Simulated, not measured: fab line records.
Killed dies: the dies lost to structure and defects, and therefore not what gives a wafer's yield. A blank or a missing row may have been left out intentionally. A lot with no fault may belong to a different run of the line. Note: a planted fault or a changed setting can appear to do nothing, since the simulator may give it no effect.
fab line records	flow n5Finfet
record: lots: 7	wafers: 39
route steps=1938 shown BEOL_M14@1716 BEOL_M15@1820
startH: hours from the record's first day to the start of the lot's first wafer shown	waitH: time in hours since the lot's previous step	" the same as in the row above	L1.1+2: a row that stands for several wafers	- no value, or no start given	* or withheld: withheld	< > ~ a bound
route shown NAME@n: a module of which the file shows steps, and the number in the route of the first	usual: mean and standard deviation over wafers with no fault	same: alike in all rows	chamber/n: place in a boat	sites: each site's reading	_std_site: their standard deviation	_edge_site: inner sites' mean taken away from outer sites' mean	radiusMm: for every site, how far away it sits from the centre of the wafer	mask NAME#n: copy n	behind: the last tool/chamber to shape the wafer	hold: cause of the lot's hold/its duration in hours/its outcome	device: the n, p or np transistor that did not switch	end of line: the tests these same wafers got at the end of their route	for a step that has no rows: nothing shown but its recipe	killed: at the first sort, the dies lost to defects and structure; wafer yield is something else	map: the dies of a wafer, with x for killed, . for not killed, _ for no die there
set.NAME: setting as actually run; set.NAME@STEP: the setting as run at that earlier step	model.NAME: the simulator's own value behind a step, which no gauge read
lots where settings were altered on purpose, with a table for each step and a row for each wafer
== steps ==
step: N5_BEOL_M14_ILD_DEP_00
recipe: material: SiO2	targetThkA: 11193	tempC: 400	precursor: TEOS/O2	pressureTorr: 6.5	rfW: 900	teosFlowSccm: 161.4	gas: O2	flowSccm: 2650	timeS: 237.4
lot.wafer	tool	chamber	startH	waitH	set.targetThkA	model.SiO2_of_BEOL_M14_ILD_DEP_00.thkNm
L080.1	pecvd-01	0	271.25	0.0	11193	1132
L080.2	"	2	"	"	9122	923
L080.3	"	1	"	"	11193	1116
L080.4	"	1	"	"	11193	1146
L080.5	"	0	"	"	9122	928
L080.6	"	2	"	"	9122	918.6
L081.1	pecvd-02	1	275.43	0.0	11193	1125
L081.2	"	0	"	"	4769	485.6
L081.3	"	2	"	"	11193	1083
L081.4	"	2	"	"	11193	1108
L081.5	"	1	"	"	4769	495.6
L081.6	"	0	"	"	4769	479
L086.1	pecvd-03	0	317.12	0.0	9320	927.8
L086.2	"	1	"	"	9320	930.2
L086.3	"	2	"	"	11193	1127
L086.4	"	1	"	"	9320	936
L086.5	"	2	"	"	11193	1136
L086.6	"	0	"	"	11193	1140
L087.1	pecvd-02	2	330.94	0.0	11193	1072
L087.2	"	1	"	"	9102	901.2
L087.3	"	0	"	"	9102	884
L087.4	"	0	"	"	11193	1094
L087.5	"	1	"	"	11193	1122
L087.6	"	2	"	"	9102	876.2
L093.2	pecvd-03	2	361.66	0.0	11193	1122
L093.4	"	2	"	"	11193	1135
L093.6	"	1	"	"	11193	1111
L092.1	pecvd-03	0	362.53	0.0	13460	1313
L092.2	"	2	"	"	11193	1105
L092.3	"	1	"	"	13460	1329
L092.4	"	2	"	"	11193	1148
L092.5	"	0	"	"	13460	1334
L092.6	"	1	"	"	11193	1123
L097.1	pecvd-03	2	398.61	0.0	7568	758.8
L097.2	"	0	"	"	7568	731.6
L097.3	"	1	"	"	7568	750
L097.4	"	2	"	"	11193	1137
L097.5	"	1	"	"	11193	1123
L097.6	"	0	"	"	11193	1093
step: N5_BEOL_M14_THK_MEAS_01
recipe: reads: SiO2_of_BEOL_M14_ILD_DEP_00
usual: M14_ILD_THK: 1117/19
lot.wafer	tool	chamber	startH	waitH	set.targetThkA@BEOL_M14_ILD_DEP_00	M14_ILD_THK[nm]
L080.1	filmMetro-01	-	271.44	0.1	11193	1132
L080.2	"	-	"	"	9122	923
L080.3	"	-	"	"	11193	1116
L080.4	"	-	"	"	11193	1145
L080.5	"	-	"	"	9122	928
L080.6	"	-	"	"	9122	918
L081.1	filmMetro-01	-	275.62	0.1	11193	1125
L081.2	"	-	"	"	4769	485
L081.3	"	-	"	"	11193	1085
L081.4	"	-	"	"	11193	1108
L081.5	"	-	"	"	4769	496
L081.6	"	-	"	"	4769	479
L086.1	filmMetro-02	-	317.31	0.1	9320	927
L086.2	"	-	"	"	9320	931
L086.3	"	-	"	"	11193	1128
L086.4	"	-	"	"	9320	936
L086.5	"	-	"	"	11193	1136
L086.6	"	-	"	"	11193	1140
L087.1	filmMetro-01	-	331.14	0.1	11193	1072
L087.2	"	-	"	"	9102	900
L087.3	"	-	"	"	9102	884
L087.4	"	-	"	"	11193	1095
L087.5	"	-	"	"	11193	1122
L087.6	"	-	"	"	9102	875
L093.2	filmMetro-02	-	361.85	0.1	11193	1123
L093.4	"	-	"	"	11193	1134
L093.6	"	-	"	"	11193	1111
L092.1	filmMetro-01	-	362.71	0.1	13460	1313
L092.2	"	-	"	"	11193	1104
L092.3	"	-	"	"	13460	1328
L092.4	"	-	"	"	11193	1149
L092.5	"	-	"	"	13460	1334
L092.6	"	-	"	"	11193	1124
L097.1	filmMetro-02	-	398.80	0.1	7568	759
L097.2	"	-	"	"	7568	732
L097.3	"	-	"	"	7568	750
L097.4	"	-	"	"	11193	1136
L097.5	"	-	"	"	11193	1123
L097.6	"	-	"	"	11193	1093
step: N5_BEOL_M14_COAT_58
recipe: resist: BARC	tempC: 205	timeS: 60	spinRpm: 1500	resistThkNm: 89
step: N5_BEOL_M14_COAT_04
recipe: spinRpm: 1704	resistThkNm: 800
step: N5_BEOL_M14_DESCUM_15
recipe: chemistry: O2	timeS: 7.9	sourcePowerW: 50	biasPowerW: 20	pressureMtorr: 20	rfFrequencyHz: 2.712e+07	tempC: 40	o2FlowSccm: 225
step: N5_BEOL_M14_ETCH_59
recipe: chemistry: N2/H2	target: BARC	targetDepthA: 890	overetchA: 267	timeS: 67.9	ionEnergyEv: 200	pressureMtorr: 30	sourceW: 840	biasW: 150	n2FlowSccm: 200	h2FlowSccm: 200
step: N5_BEOL_M14_VIA_ETCH_16
recipe: chemistry: C4F8/O2/Ar	target: SiO2	heInnerTorr: 15	heOuterTorr: 30	targetDepthA: 12313	timeS: withheld	ionEnergyEv: 800	pressureMtorr: 20	sourceW: 1905	biasW: 2040	Ar_flow_sccm: 400	C4F8_flow_sccm: 16	O2_flow_sccm: 12	ends: cleared
lot.wafer	tool	chamber	startH	waitH	set.targetThkA@BEOL_M14_ILD_DEP_00	model.etch.depthNm	model.coat_of_BEOL_M14_COAT_04.thkNm
L080.1	rieDiel-05	1	272.05	0.0	11193	1132	444.8
L080.2	"	3	"	"	9122	922.9	498
L080.3	"	2	"	"	11193	1116	453.4
L080.4	"	0	"	"	11193	1146	446.4
L080.5	"	1	"	"	9122	928	494.6
L080.6	"	0	"	"	9122	918.7	501.8
L081.1	rieDiel-02	0	276.23	0.0	11193	1125	453.2
L081.2	"	2	"	"	4769	485.6	602.8
L081.3	"	3	"	"	11193	1083	459
L081.4	"	0	"	"	11193	1108	455.8
L081.5	"	3	"	"	4769	495.6	597.4
L081.6	"	2	"	"	4769	479	602.8
L086.1	rieDiel-06	3	317.79	0.0	9320	927.9	489.2
L086.2	"	0	"	"	9320	930.2	496.2
L086.3	"	1	"	"	11193	1127	446.6
L086.4	"	2	"	"	9320	936	488
L086.5	"	2	"	"	11193	1136	441.8
L086.6	"	1	"	"	11193	1140	437.6
L087.1	rieDiel-06	0	331.76	0.0	11193	1072	465
L087.2	"	1	"	"	9102	901.3	501.8
L087.3	"	2	"	"	9102	884	506.4
L087.4	"	3	"	"	11193	1094	452
L087.5	"	2	"	"	11193	1122	447.8
L087.6	"	3	"	"	9102	876.1	505.8
L093.2	rieDiel-05	1	362.33	0.0	11193	1122	454
L093.4	"	0	"	"	11193	1135	457
L093.6	"	2	"	"	11193	1111	464.2
L092.1	rieDiel-06	1	363.20	0.0	13460	1313	409
L092.2	"	2	"	"	11193	1105	454.8
L092.3	"	0	"	"	13460	1329	409.6
L092.4	"	3	"	"	11193	1148	444.2
L092.5	"	1	"	"	13460	1334	401.6
L092.6	"	0	"	"	11193	1123	456.6
L097.1	rieDiel-02	1	399.28	0.0	7568	758.9	544
L097.2	"	3	"	"	7568	731.5	544.8
L097.3	"	0	"	"	7568	750	547.8
L097.4	"	2	"	"	11193	1137	448.2
L097.5	"	3	"	"	11193	1123	454
L097.6	"	0	"	"	11193	1093	464.4
step: N5_BEOL_M15_SPUTTER_44
recipe: material: Ta	targetThkA: 150	tempC: 50	biasV: 80	powerW: 15000	chamberPressurePa: 0.07	timeS: 24.19
lot.wafer	tool	chamber	startH	waitH	set.timeS	model.Ta_of_BEOL_M15_SPUTTER_44.thkNm
L080.1+2	pvdSputter-01	-	281.50	0.0	20.43	12.6
L080.3	"	-	"	"	24.19	14.8
L080.4+6	"	-	"	"	24.19	15
L080.5	"	-	"	"	20.43	12.4
L081.1	pvdSputter-03	-	289.33	0.0	38	23.4
L081.2+6	"	-	"	"	24.19	15
L081.3	"	-	"	"	24.19	14.8
L081.4	"	-	"	"	38	23.2
L081.5	"	-	"	"	38	23.8
L086.1+2+3+4+5+6	pvdSputter-02	-	326.23	0.0	24.19	15
L087.1	pvdSputter-02	-	345.80	0.0	19.62	12.2
L087.2+3+4	"	-	"	"	24.19	14.8
L087.5+6	"	-	"	"	19.62	12
L093.2+4	pvdSputter-01	-	374.08	0.0	24.19	15
L093.6	"	-	"	"	24.19	15.2
L092.1	pvdSputter-01	-	376.47	0.0	31.23	19.4
L092.2+4	"	-	"	"	31.23	19.2
L092.3+5+6	"	-	"	"	24.19	15
L097.1+2+4+5+6	pvdSputter-01	-	411.88	0.0	24.19	14.8
L097.3	"	-	"	"	24.19	14.6
step: N5_BEOL_M15_SPUTTER_45
recipe: material: Cu	targetThkA: 1000	tempC: -20	biasV: 60	powerW: 26000	chamberPressurePa: 0.13	timeS: 16.67
step: N5_BEOL_M15_ECD_47
recipe: material: Cu	targetThkA: 18600
step: N5_BEOL_M15_ANNEAL_48
recipe: tempC: 225	timeS: 90	ambient: N2
step: N5_BEOL_M15_CMP_49
recipe: stopOn: SiO2	tOverpolishS: 4.9	downForcePsi: 2	platenRpm: 80	clearingPlatenDownForcePsi: 2	clearingPlatenRpm: 80	postCmpClean: cuAlkaline	targetThkNm: 850	clearingPlatenPadVelocityMS: 1.5917	padVelocityMS: 1.5917
usual: barrierFieldEndpointS: 11.36/0.27
lot.wafer	tool	chamber	startH	waitH	set.timeS@BEOL_M15_SPUTTER_44	barrierFieldEndpointS
L080.4	cmp-01	3	282.23	0.1	24.19	11.20
L080.1	"	0	"	"	20.43	10.25
L080.3	"	1	"	"	24.19	11.04
L080.2	"	2	"	"	20.43	10.32
L080.5	"	3	"	"	20.43	10.16
L080.6	"	0	"	"	24.19	10.94
L081.4	cmp-03	0	290.07	0.1	38	13.76
L081.2	"	1	"	"	24.19	11.09
L081.3	"	2	"	"	24.19	10.68
L081.1	"	3	"	"	38	14.57
L081.5	"	0	"	"	38	14.50
L081.6	"	1	"	"	24.19	10.96
L086.1	cmp-03	1	326.97	0.3	24.19	10.94
L086.3	"	2	"	"	24.19	10.80
L086.4	"	3	"	"	24.19	11.70
L086.2	"	0	"	"	24.19	11.34
L086.5	"	1	"	"	24.19	11.38
L086.6	"	2	"	"	24.19	11.05
L087.1	cmp-04	2	346.65	0.3	19.62	10.01
L087.4	"	3	"	"	24.19	11.33
L087.3	"	0	"	"	24.19	11.05
L087.2	"	1	"	"	24.19	10.98
L087.6	"	2	"	"	19.62	10.12
L087.5	"	3	"	"	19.62	10.24
L093.2	cmp-03	3	375.46	0.3	24.19	11.64
L093.4	"	1	"	"	24.19	11.22
L093.6	"	3	"	"	24.19	11.58
L092.2	cmp-01	0	377.59	0.2	31.23	12.80
L092.1	"	1	"	"	31.23	12.93
L092.4	"	2	"	"	31.23	12.81
L092.3	"	3	"	"	24.19	11.66
L092.6	"	0	"	"	24.19	11.29
L092.5	"	1	"	"	24.19	11.61
L097.4	cmp-01	2	412.61	0.1	24.19	11.37
L097.1	"	3	"	"	24.19	11.42
L097.2	"	0	"	"	24.19	11.19
L097.3	"	1	"	"	24.19	11.27
L097.6	"	2	"	"	24.19	11.15
L097.5	"	3	"	"	24.19	11.42
== key ==
split: step: N5_BEOL_M14_ILD_DEP_00	setting: targetThkA	stated: 11193	by: wafer
response: step: N5_BEOL_M14_ILD_DEP_00	reading: model.SiO2_of_BEOL_M14_ILD_DEP_00.thkNm	change: +11	per: 1%	r: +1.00
response: step: N5_BEOL_M14_THK_MEAS_01	reading: M14_ILD_THK	change: +11	per: 1%	r: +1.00
response: step: N5_BEOL_M14_VIA_ETCH_16	reading: model.etch.depthNm	change: +11	per: 1%	r: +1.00
response: step: N5_BEOL_M14_VIA_ETCH_16	reading: model.coat_of_BEOL_M14_COAT_04.thkNm	change: -2.59	per: 1%	r: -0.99
split: step: N5_BEOL_M15_SPUTTER_44	setting: timeS	stated: 24.19	by: wafer
response: step: N5_BEOL_M15_SPUTTER_44	reading: model.Ta_of_BEOL_M15_SPUTTER_44.thkNm	change: +0.149	per: 1%	r: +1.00
response: step: N5_BEOL_M15_CMP_49	reading: barrierFieldEndpointS	change: +0.0557	per: 1%	r: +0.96
